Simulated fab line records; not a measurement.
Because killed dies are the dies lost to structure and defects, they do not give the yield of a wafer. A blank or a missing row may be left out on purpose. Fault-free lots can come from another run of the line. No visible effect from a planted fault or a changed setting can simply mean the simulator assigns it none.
fab line records | flow n5_finfet
record lots=9 | wafers=26 | last_day=17
route steps=1938 shown WELL_APT@46 PMOS_HMC_CHANNEL_EPI@65 BEOL_M4@1111
lots that met no fault: taken from a fault-free run of the same line
start_h: hours from the record's opening day to when the first of the lot's shown wafers began | wait_h: hours since the lot's step before | " same as the row above | L1.1+2: a row that stands for several wafers | - no value, or no start given | * or withheld: withheld | < > ~ a bound
route shown NAME@n: names a module that has steps shown in the file, with the first one's number in the route | usual: mean and standard deviation over wafers with no fault | same: alike in all rows | chamber/n: place in a boat | sites: readings site by site | _std_site: the standard deviation of these | _edge_site: the outer-site mean with the inner-site mean subtracted | radius_mm: for every site, how far away it sits from the centre of the wafer | mask NAME#n: copy n | behind: the last tool/chamber to shape the wafer | hold: the reason the lot was held/the length of the hold in hours/how it ended | device: the n, p or np transistor that did not switch | end of line: the route-end tests of the same wafers | a step with no rows: only its recipe | killed: count of dies lost to structure and defects at first sort (not the wafer's yield) | map: shows each die of a wafer: x if killed, . if not, _ if none is there
set.NAME: the setting the step ran with; set.NAME@STEP: the setting that earlier step ran with | model.NAME: the simulator's own value behind a step, which no gauge read
a sample of lots followed through the steps of the route, with each step as a table and each wafer as a row
services: the hour from which a tool's chamber was out of use, counted from the record's first day as start_h (under 0 if before that day), plus the number of hours and why
## steps
# step N5_WELL_APT_DESCUM_30
# recipe chemistry=O2 | time_s=7.9 | source_power_w=50 | bias_power_w=20 | pressure_mtorr=20 | rf_frequency_hz=2.712e+07 | temp_c=40 | o2_flow_sccm=225
# usual drypump_motor_current_A=5.5/0.44 | oes_product_au=0.79/0.089 | rf_vpp_V=243.5/1.4 | showerhead_plenum_p_Torr=2.11/0.068 | throttle_valve_pct=20.61/0.2
lot.wafer | tool        | chamber | start_h | wait_h | drypump_motor_current_A | oes_product_au | rf_hours_counter_h | rf_vpp_V | showerhead_plenum_p_Torr | throttle_valve_pct
L887.1    | rie_diel-02 | 3       | 14.80   | 0.0    | 4.9                     | 0.81           | 100                | 242.3    | 2.12                     | 20.40
L887.5    | "           | 0       | "       | "      | 5.6                     | 0.81           | -                  | 243.2    | 2.11                     | 20.70
L887.6    | "           | 3       | "       | "      | 4.9                     | 0.80           | -                  | 244.0    | 2.12                     | 20.41
L889.4    | rie_diel-01 | 0       | 26.92   | 0.0    | 5.9                     | 0.71           | 214                | 244.3    | 2.16                     | 20.57
L889.5    | "           | 3       | "       | "      | 6.2                     | 0.88           | -                  | 245.4    | 2.23                     | 20.77
L889.6    | "           | 2       | "       | "      | 5.6                     | 0.69           | -                  | 241.5    | 1.99                     | 20.30
L897.1    | rie_diel-02 | 0       | 75.13   | 0.0    | 5.6                     | 0.78           | 139                | 243.3    | 2.11                     | 20.74
L897.2    | "           | 3       | "       | "      | 4.9                     | 0.78           | 121                | 243.0    | 2.11                     | 20.44
L897.4    | "           | 2       | "       | "      | 5.0                     | 0.75           | 140                | 241.3    | 2.01                     | 20.73
L898.1    | rie_diel-04 | 3       | 81.18   | 0.3    | 5.4                     | 0.86           | 50                 | 243.9    | 2.14                     | 20.54
L898.2    | "           | 2       | "       | "      | 5.6                     | 0.71           | 238                | 244.7    | 2.16                     | 21.02
L898.4    | "           | 2       | "       | "      | 5.6                     | 0.70           | -                  | 245.7    | 2.15                     | 21.01
L901.1    | rie_diel-04 | 1       | 99.47   | 0.0    | 4.8                     | 0.71           | 205                | 243.0    | 2.07                     | 20.59
L901.2    | "           | 2       | "       | "      | 5.6                     | 0.71           | 246                | 244.3    | 2.15                     | 21.01
L901.3    | "           | 0       | "       | "      | 5.5                     | 0.99           | 4                  | 243.9    | 2.14                     | 20.47
L904.3    | rie_diel-04 | 0       | 117.06  | 0.0    | 5.5                     | 0.96           | 11                 | 243.9    | 2.14                     | 20.48
L904.4    | "           | 0       | "       | "      | 5.5                     | 0.95           | -                  | 243.5    | 2.14                     | 20.49
L904.6    | "           | 1       | "       | "      | 4.7                     | 0.70           | -                  | 242.4    | 2.06                     | 20.58
L905.1    | rie_diel-01 | 0       | 123.64  | 0.0    | 5.9                     | 0.68           | 249                | 245.3    | 2.15                     | 20.62
L905.3    | "           | 2       | "       | "      | 5.6                     | 0.98           | 4                  | 246.4    | 2.24                     | 20.00
L909.1    | rie_diel-01 | 1       | 146.92  | 0.0    | 6.1                     | 0.78           | 104                | 240.9    | 2.02                     | 20.66
L909.3    | "           | 2       | "       | "      | 5.6                     | 0.95           | 14                 | 243.9    | 2.24                     | 20.02
L909.5    | "           | 1       | "       | "      | 6.1                     | 0.78           | -                  | 243.0    | 2.02                     | 20.65
L910.3    | rie_diel-04 | 3       | 153.27  | 0.0    | 5.4                     | 0.82           | 79                 | 243.6    | 2.13                     | 20.58
L910.4    | "           | 2       | "       | "      | 5.7                     | 0.96           | 10                 | 245.0    | 2.15                     | 20.68
L910.6    | "           | 2       | "       | "      | 5.7                     | 0.95           | -                  | 244.5    | 2.15                     | 20.69
# step N5_WELL_APT_INSPECT_38
# recipe inspect_instrument=darkfield | mode=post_epi
# usual raw_defect_count=13/5
lot.wafer | tool              | chamber | start_h | wait_h | raw_defect_count
L887.1    | defect_inspect-01 | -       | 16.47   | 0.5    | 9
L887.5    | "                 | -       | "       | "      | 12
L887.6    | "                 | -       | "       | "      | 7
L889.4    | defect_inspect-01 | -       | 28.57   | 0.2    | 9
L889.5    | "                 | -       | "       | "      | 12
L889.6    | "                 | -       | "       | "      | 8
L897.1    | defect_inspect-02 | -       | 76.97   | 0.7    | 11
L897.2    | "                 | -       | "       | "      | 12
L897.4    | "                 | -       | "       | "      | 11
L898.1    | defect_inspect-01 | -       | 83.23   | 0.7    | 17
L898.2    | "                 | -       | "       | "      | 14
L898.4    | "                 | -       | "       | "      | 12
L901.1    | defect_inspect-01 | -       | 101.13  | 0.5    | 5
L901.2    | "                 | -       | "       | "      | 11
L901.3    | "                 | -       | "       | "      | 13
L904.3    | defect_inspect-01 | -       | 118.71  | 0.3    | 7
L904.4    | "                 | -       | "       | "      | 12
L904.6    | "                 | -       | "       | "      | 14
L905.1    | defect_inspect-02 | -       | 125.31  | 0.5    | 18
L905.3    | "                 | -       | "       | "      | 6
L909.1    | defect_inspect-01 | -       | 148.67  | 0.5    | 23
L909.3    | "                 | -       | "       | "      | 11
L909.5    | "                 | -       | "       | "      | 14
L910.3    | defect_inspect-02 | -       | 154.92  | 0.3    | 11
L910.4    | "                 | -       | "       | "      | 9
L910.6    | "                 | -       | "       | "      | 17
# step N5_PMOS_HMC_CHANNEL_EPI_CD_MEAS_09
# recipe target_cd_nm=237.4 | landing_energy_ev=500 | detector=se_inlens
# usual cd_nm=237.7/0.82
lot.wafer | tool      | chamber | start_h | wait_h | cd_nm
L887.1    | cd_sem-02 | 0       | 16.91   | -      | 237.2
L887.5    | "         | 0       | "       | "      | 236.6
L887.6    | "         | 0       | "       | "      | 237.2
L889.4    | cd_sem-02 | 0       | 29.01   | -      | 238.0
L889.5    | "         | 0       | "       | "      | 237.4
L889.6    | "         | 0       | "       | "      | 238.0
L897.1    | cd_sem-01 | 0       | 77.29   | -      | 238.0
L897.2    | "         | 0       | "       | "      | 237.9
L897.4    | "         | 0       | "       | "      | 237.5
L898.1    | cd_sem-01 | 0       | 83.67   | -      | 239.0
L898.2    | "         | 0       | "       | "      | 237.6
L898.4    | "         | 0       | "       | "      | 237.5
L901.1    | cd_sem-01 | 0       | 101.58  | -      | 238.4
L901.2    | "         | 0       | "       | "      | 238.0
L901.3    | "         | 0       | "       | "      | 237.3
L904.3    | cd_sem-03 | 0       | 119.15  | -      | 237.5
L904.4    | "         | 0       | "       | "      | 237.0
L904.6    | "         | 0       | "       | "      | 237.6
L905.1    | cd_sem-03 | 0       | 125.76  | -      | 235.8
L905.3    | "         | 0       | "       | "      | 237.0
L909.1    | cd_sem-03 | 0       | 149.11  | -      | 236.2
L909.3    | "         | 0       | "       | "      | 236.6
L909.5    | "         | 0       | "       | "      | 236.4
L910.3    | cd_sem-02 | 0       | 155.36  | -      | 236.9
L910.4    | "         | 0       | "       | "      | 236.5
L910.6    | "         | 0       | "       | "      | 236.8
# step N5_PMOS_HMC_CHANNEL_EPI_FIN_RECESS_16
# recipe chemistry=HBr/Cl2 | target=Si | mask_material=SiO2 | target_depth_a=540 | time_s=18 | pressure_mtorr=10 | icp_w=800 | bias_w=75 | HBr_flow_sccm=150 | Cl2_flow_sccm=80
# usual drypump_motor_current_A=5.5/0.53 | oes_product_au=1.000/0.02 | throttle_valve_pct=35.33/0.17
lot.wafer | tool      | chamber | start_h | wait_h | drypump_motor_current_A | oes_product_au | rf_hours_counter_h | throttle_valve_pct
L887.1    | rie_si-02 | 2       | 17.45   | 0.0    | 6.4                     | 1.011          | 206                | 35.19
L887.5    | "         | 1       | "       | "      | 5.9                     | 1.034          | -                  | 35.41
L887.6    | "         | 2       | "       | "      | 6.5                     | 1.010          | -                  | 35.19
L889.4    | rie_si-06 | 0       | 29.55   | 0.0    | 5.1                     | 1.008          | 28                 | 35.32
L889.5    | "         | 3       | "       | "      | 5.7                     | 1.002          | -                  | 35.33
L889.6    | "         | 0       | "       | "      | 5.1                     | 1.006          | -                  | 35.31
L897.1    | rie_si-02 | 3       | 78.19   | 0.0    | 4.9                     | 0.977          | 40                 | 35.12
L897.2    | "         | 2       | "       | "      | 6.4                     | 1.014          | 1                  | 35.15
L897.4    | "         | 1       | "       | "      | 5.8                     | 0.991          | 0                  | 35.41
L898.1    | rie_si-02 | 1       | 84.21   | 0.0    | 5.8                     | 0.990          | 0                  | 35.42
L898.2    | "         | 3       | "       | "      | 4.9                     | 0.972          | 40                 | 35.10
L898.4    | "         | 0       | "       | "      | 4.8                     | 0.998          | 1                  | 35.29
L901.1    | rie_si-02 | 1       | 102.32  | 0.0    | 5.8                     | 1.000          | 1                  | 35.43
L901.2    | "         | 3       | "       | "      | 4.9                     | 0.957          | 41                 | 35.14
L901.3    | "         | 2       | "       | "      | 6.4                     | 1.012          | 2                  | 35.15
L904.3    | rie_si-06 | 3       | 119.69  | 0.0    | 5.7                     | 0.996          | 77                 | 35.34
L904.4    | "         | 2       | "       | "      | 5.8                     | 1.007          | 186                | 35.30
L904.6    | "         | 0       | "       | "      | 5.1                     | 1.004          | -                  | 35.31
L905.1    | rie_si-02 | 0       | 126.75  | 0.0    | 4.8                     | 0.991          | 2                  | 35.28
L905.3    | "         | 3       | "       | "      | 4.9                     | 0.965          | 41                 | 35.10
L909.1    | rie_si-05 | 0       | 149.87  | 0.0    | 5.1                     | 1.025          | 163                | 35.60
L909.3    | "         | 2       | "       | "      | 5.9                     | 1.020          | 123                | 35.67
L909.5    | "         | 2       | "       | "      | 6.0                     | 1.022          | -                  | 35.66
L910.3    | rie_si-06 | 0       | 155.90  | 0.0    | 5.1                     | 1.010          | 30                 | 35.30
L910.4    | "         | 2       | "       | "      | 5.8                     | 1.024          | 187                | 35.29
L910.6    | "         | 2       | "       | "      | 5.8                     | 1.017          | -                  | 35.30
# step N5_PMOS_HMC_CHANNEL_EPI_THK_MEAS_22
# recipe reads=SiGe30_of_PMOS_HMC_CHANNEL_EPI_EPI_20
# usual HMC_CMP_THK=54.3/0.61
lot.wafer | tool          | chamber | start_h | wait_h | HMC_CMP_THK[nm]
L887.1    | film_metro-02 | -       | 19.26   | -      | 54.1
L887.5    | "             | -       | "       | "      | 54.5
L887.6    | "             | -       | "       | "      | 54.3
L889.4    | film_metro-01 | -       | 32.29   | -      | 54.9
L889.5    | "             | -       | "       | "      | 55.5
L889.6    | "             | -       | "       | "      | 54.9
L897.1    | film_metro-02 | -       | 80.00   | -      | 53.9
L897.2    | "             | -       | "       | "      | 54.7
L897.4    | "             | -       | "       | "      | 54.5
L898.1    | film_metro-02 | -       | 86.01   | -      | 58.6
L898.2    | "             | -       | "       | "      | 53.7
L898.4    | "             | -       | "       | "      | 53.7
L901.1    | film_metro-01 | -       | 104.12  | -      | 58.9
L901.2    | "             | -       | "       | "      | 53.3
L901.3    | "             | -       | "       | "      | 59.5
L904.3    | film_metro-01 | -       | 121.49  | -      | 54.9
L904.4    | "             | -       | "       | "      | 54.2
L904.6    | "             | -       | "       | "      | 55.0
L905.1    | film_metro-02 | -       | 128.55  | -      | 58.9
L905.3    | "             | -       | "       | "      | 59.0
L909.1    | film_metro-01 | -       | 151.71  | -      | 55.4
L909.3    | "             | -       | "       | "      | 54.3
L909.5    | "             | -       | "       | "      | 54.6
L910.3    | film_metro-02 | -       | 157.78  | -      | 55.0
L910.4    | "             | -       | "       | "      | 55.0
L910.6    | "             | -       | "       | "      | 54.7
# step N5_BEOL_M4_RC_MEAS_101
# usual CJ_P=5.76/0.14 | DIBL_N=36.4/1.5 | DIBL_P=36.4/1.6 | IOFF_N=0.164/0.025 | IOFF_P=0.214/0.028 | ION_N=675/9.9 | ION_P=463/6.5 | SS_N=71.5/0.5 | SS_P=73.3/0.56 | VT_N=249.2/2.7 | VT_P=-250.1/2.8
lot.wafer | tool      | chamber | start_h | wait_h | CJ_P | DIBL_N[mV/V] | DIBL_P[mV/V] | IOFF_N[nA/um] | IOFF_P[nA/um] | ION_N[uA/um] | ION_P[uA/um] | SS_N[mV/dec] | SS_P[mV/dec] | VT_N[mV] | VT_P[mV]
L887.1    | prober-02 | 0       | 164.19  | 0.0    | 5.89 | 36.5         | 35.4         | 0.134         | 0.171         | 664          | 453          | 71.2         | 73.7         | 250.4    | -256.0
L887.5    | "         | 0       | "       | "      | 5.82 | 37.0         | 36.7         | 0.155         | 0.186         | 688          | 458          | 70.7         | 73.7         | 248.1    | -253.7
L887.6    | "         | 0       | "       | "      | 5.71 | 37.2         | 36.3         | 0.149         | 0.185         | 660          | 451          | 70.8         | 73.2         | 251.0    | -256.5
L889.4    | prober-02 | 0       | 180.43  | 0.5    | 5.64 | 35.8         | 37.5         | 0.165         | 0.224         | 677          | 471          | 71.8         | 73.8         | 249.6    | -249.5
L889.5    | "         | 0       | "       | "      | 5.58 | 36.0         | 37.2         | 0.168         | 0.219         | 682          | 467          | 71.8         | 73.6         | 247.4    | -249.8
L889.6    | "         | 0       | "       | "      | 5.59 | 35.8         | 36.9         | 0.166         | 0.208         | 687          | 467          | 70.9         | 73.2         | 248.3    | -250.5
L897.1    | prober-01 | 0       | 219.04  | 0.0    | 5.83 | 36.6         | 35.7         | 0.166         | 0.235         | 669          | 464          | 70.9         | 73.8         | 247.2    | -249.2
L897.2    | "         | 0       | "       | "      | 5.68 | 36.8         | 35.6         | 0.178         | 0.235         | 674          | 465          | 71.5         | 73.2         | 247.5    | -249.1
L897.4    | "         | 0       | "       | "      | 5.66 | 37.5         | 36.3         | 0.184         | 0.242         | 681          | 456          | 72.0         | 73.2         | 246.3    | -250.3
L898.1    | prober-01 | 0       | 234.55  | 0.0    | 4.50 | 35.4         | 35.4         | 0.159         | 0.241         | 683          | 480          | 72.0         | 73.2         | 249.1    | -247.1
L898.2    | "         | 0       | "       | "      | 5.83 | 36.5         | 37.1         | 0.188         | 0.260         | 695          | 477          | 72.6         | 73.9         | 244.5    | -246.2
L898.4    | "         | 0       | "       | "      | 5.82 | 34.9         | 34.9         | 0.156         | 0.230         | 667          | 460          | 72.1         | 73.2         | 248.4    | -246.7
L901.1    | prober-01 | 0       | 243.32  | 0.0    | 4.90 | 37.4         | 39.2         | 0.186         | 0.277         | 676          | 469          | 71.7         | 73.9         | 248.0    | -250.4
L901.2    | "         | 0       | "       | "      | 6.12 | 37.2         | 38.6         | 0.181         | 0.239         | 677          | 464          | 71.7         | 73.4         | 249.7    | -250.6
L901.3    | "         | 0       | "       | "      | 4.56 | 37.9         | 39.7         | 0.203         | 0.285         | 679          | 460          | 72.0         | 74.2         | 248.6    | -245.8
L904.3    | prober-01 | 0       | 272.41  | 0.3    | 5.60 | 37.9         | 38.7         | 0.222         | 0.244         | 696          | 468          | 72.3         | 73.6         | 246.7    | -248.5
L904.4    | "         | 0       | "       | "      | 5.72 | 36.9         | 37.5         | 0.207         | 0.225         | 697          | 468          | 71.7         | 74.4         | 245.8    | -249.9
L904.6    | "         | 0       | "       | "      | 5.56 | 38.5         | 39.4         | 0.247         | 0.256         | 703          | 469          | 71.3         | 74.2         | 242.5    | -246.1
L905.1    | prober-02 | 0       | 276.77  | 0.0    | 4.46 | 36.6         | 36.4         | 0.169         | 0.236         | 680          | 466          | 72.2         | 74.2         | 246.4    | -246.8
L905.3    | "         | 0       | "       | "      | 4.39 | 37.7         | 38.3         | 0.189         | 0.267         | 681          | 471          | 71.9         | 74.0         | 244.4    | -247.2
L910.3    | prober-02 | 0       | 303.39  | 0.3    | 5.50 | 37.4         | 37.1         | 0.184         | 0.225         | 675          | 464          | 71.4         | 73.8         | 246.9    | -250.5
L910.4    | "         | 0       | "       | "      | 5.62 | 36.6         | 36.1         | 0.164         | 0.212         | 674          | 457          | 71.6         | 73.7         | 251.0    | -251.4
L910.6    | "         | 0       | "       | "      | 5.59 | 37.8         | 36.8         | 0.174         | 0.218         | 678          | 459          | 71.2         | 74.1         | 249.6    | -249.9
L909.1    | prober-02 | 0       | 304.01  | 0.7    | 5.47 | 35.5         | 35.8         | 0.140         | 0.200         | 660          | 457          | 71.3         | 72.4         | 250.5    | -249.5
L909.3    | "         | 0       | "       | "      | 5.74 | 36.0         | 36.8         | 0.158         | 0.221         | 670          | 465          | 72.0         | 73.2         | 249.4    | -250.0
L909.5    | "         | 0       | "       | "      | 5.68 | 36.3         | 36.5         | 0.155         | 0.216         | 665          | 464          | 71.7         | 72.3         | 251.5    | -250.7
## services
tool        | chamber | start_h | hours | kind
rie_si-02   | 1       | -0.24   | 11.1  | repair
rie_diel-01 | 1       | 3.43    | 7.0   | repair
rie_diel-02 | 0       | 7.43    | 6.3   | repair
rie_si-02   | 2       | 18.19   | -     | clean
rie_si-02   | 2       | 18.19   | -     | consumable_replace:focus_ring
rie_si-02   | 2       | 18.19   | 13.0  | scheduled_down
rie_si-02   | 2       | 18.19   | 13.0  | vent_cycle
rie_si-02   | 0       | 20.84   | 6.4   | repair
rie_si-02   | 0       | 31.16   | -     | clean
rie_si-02   | 0       | 31.16   | -     | consumable_replace:focus_ring
rie_si-02   | 0       | 31.16   | 25.8  | scheduled_down
rie_si-02   | 0       | 31.16   | 25.8  | vent_cycle
rie_si-02   | -       | 54.60   | 2.8   | pm
rie_diel-02 | 1       | 60.43   | 7.0   | repair
rie_diel-01 | 1       | 63.32   | 3.7   | repair
rie_diel-04 | 0       | 66.23   | -     | clean
rie_diel-04 | 0       | 66.23   | -     | consumable_replace:esc
rie_diel-04 | 0       | 66.23   | -     | consumable_replace:focus_ring
rie_si-05   | 2       | 69.49   | 6.8   | repair
rie_si-06   | -       | 80.04   | 28.1  | pm
rie_si-05   | 3       | 102.40  | 6.3   | repair
rie_diel-01 | 1       | 105.60  | 1.4   | repair
rie_diel-04 | 1       | 120.61  | 9.8   | repair
rie_si-06   | -       | 131.77  | 0.3   | repair
## key
first_sign step=N5_PMOS_HMC_CHANNEL_EPI_THK_MEAS_22 | reading=HMC_CMP_THK | direction=up | sigmas=7.7 | usual=54.3 | struck=59.0
effect step=N5_BEOL_M4_RC_MEAS_101 | reading=CJ_P | direction=down | sigmas=8.6 | usual=5.76 | struck=4.56
effect step=N5_BEOL_M4_RC_MEAS_101 | reading=IOFF_P | direction=up | sigmas=1.7 | usual=0.214 | struck=0.261
met_at N5_PMOS_HMC_CHANNEL_EPI_FIN_RECESS_16
struck_lots L898,L901,L905
struck_wafers L898.1,L901.1,L901.3,L905.1,L905.3
not_acting_at N5_WELL_APT_DESCUM_30,N5_WELL_APT_INSPECT_38,N5_PMOS_HMC_CHANNEL_EPI_CD_MEAS_09
onset_between 78.19 84.21
fault kind=process_parameter_drift | tool=rie_si-02 | chamber=- | onset_h=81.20 | steps=N5_PMOS_HMC_CHANNEL_EPI_FIN_RECESS_16 | channel=time_s | offset=* | shape=step | end_h=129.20 | scope=struck_wafers_only | acts_in=* | stated=*
